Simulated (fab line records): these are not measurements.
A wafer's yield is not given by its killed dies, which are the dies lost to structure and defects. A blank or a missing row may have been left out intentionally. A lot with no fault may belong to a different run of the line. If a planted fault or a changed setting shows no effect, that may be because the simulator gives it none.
Split-lot experiment    flow n5-finfet    7 lots, 21 wafers read, on a route of 1938 steps

== SPLIT DETAILS ==
At N5_BEOL_M12_PEB_08 (peb time 90 s), the setting peb-time-s was moved away from the recipe's 90 s on 6 of the 21 wafers read, by -19.8% to +17.2%. All remaining wafers had this setting at the recipe value.

== FROM THE SPLIT TO THE READING: what the file shows between them, 2 steps ==
- N5_BEOL_M12_DEVELOP_09: develop time 45 s
- N5_BEOL_M12_HARDBAKE_14: time 120 s

== THE READING ==
cd-nm, in nm, at N5_BEOL_M12_CD_MEAS_10 (target cd 140 nm). A value of 139.7 nm with a standard deviation of 1.4 nm is what fault-free wafers of this fab line usually give.

wafer   tool, chamber at the split  peb-time-s as run, s  against the recipe  cd-nm, nm  against lot-mates on the recipe
L074.1  litho-track-03, 0           72.15                 -19.8%              133.2      -7.4
L074.2  litho-track-03, 0           72.15                 -19.8%              132.8      -7.8
L074.6  litho-track-03, 0           90                    recipe              140.6      -
L076.1  litho-track-01, 0           90                    recipe              138.5      -
L076.3  litho-track-01, 0           90                    recipe              138.1      -
L076.6  litho-track-01, 0           76.66                 -14.8%              135.1      -3.2
L078.3  litho-track-02, 0           90                    recipe              137.1      -
L078.4  litho-track-02, 0           90                    recipe              137.2      -
L078.6  litho-track-02, 0           90                    recipe              140.3      -
L081.1  litho-track-01, 0           90                    recipe              138.9      -
L081.2  litho-track-01, 0           90                    recipe              141.2      -
L081.6  litho-track-01, 0           90                    recipe              140.7      -
L080.1  litho-track-01, 0           96.57                 +7.3%               142.3      +2.3
L080.3  litho-track-01, 0           90                    recipe              140.0      -
L080.5  litho-track-01, 0           96.57                 +7.3%               140.3      +0.3
L088.2  litho-track-02, 0           90                    recipe              139.2      -
L088.3  litho-track-02, 0           90                    recipe              139.7      -
L088.5  litho-track-02, 0           90                    recipe              139.5      -
L097.2  litho-track-02, 0           105.5                 +17.2%              145.0      +5.1
L097.3  litho-track-02, 0           90                    recipe              139.7      -
L097.5  litho-track-02, 0           90                    recipe              140.1      -

FIT RESULTS
A straight line over all 21 wafers: cd-nm changes by +0.313 nm for each +1% of peb-time-s; r = +0.92; the points scatter about the line by 1.1 nm.
The same after taking each lot's own level away (the mean of its wafers on the recipe; 21 wafers): +0.321 nm for each +1%; r = +0.94; scatter 1 nm.
According to that fit, moving peb-time-s by its largest amount changes the reading by 6.4 nm.
Measured against the standard deviation above, the lots' own levels, which go from 138.20 to 140.60 nm, span 1.7 times it.
Consequently the slope shifts little with the lot-to-lot level, the two slopes agreeing.
Check: for one of the wafers moved furthest among these (-19.8%), held out of the fit, the line's prediction against its lot-mates is -6.14 nm. It came out at -7.4 nm against them.

== THE OTHER SPLITS THESE WAFERS WENT THROUGH ==
Note: prior to the reading, these wafers also went through further splits. Each is held against what the fit with the lots' levels taken away leaves over:
other split on the same wafers     wafers away from the commonest value  r with cd-nm (lot level and that fit taken away)
N5_BEOL_M9_HM_DEP_02 target-thk-a  10                                    +0.19
N5_BEOL_M9_DESCUM_16 time-s        8                                     +0.27
N5_BEOL_M9_TRENCH_ETCH_37 bias-w   6                                     +0.06
N5_BEOL_M10_COAT_63 spin-rpm       9                                     -0.37
N5_BEOL_M10_PEB_26 peb-time-s      9                                     -0.11
N5_BEOL_M12_ILD_DEP_00 time-s      7                                     -0.18

== FILE'S OWN FIT ==
cd-nm changes by +0.307 nm for each +1% of peb-time-s, r = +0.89.
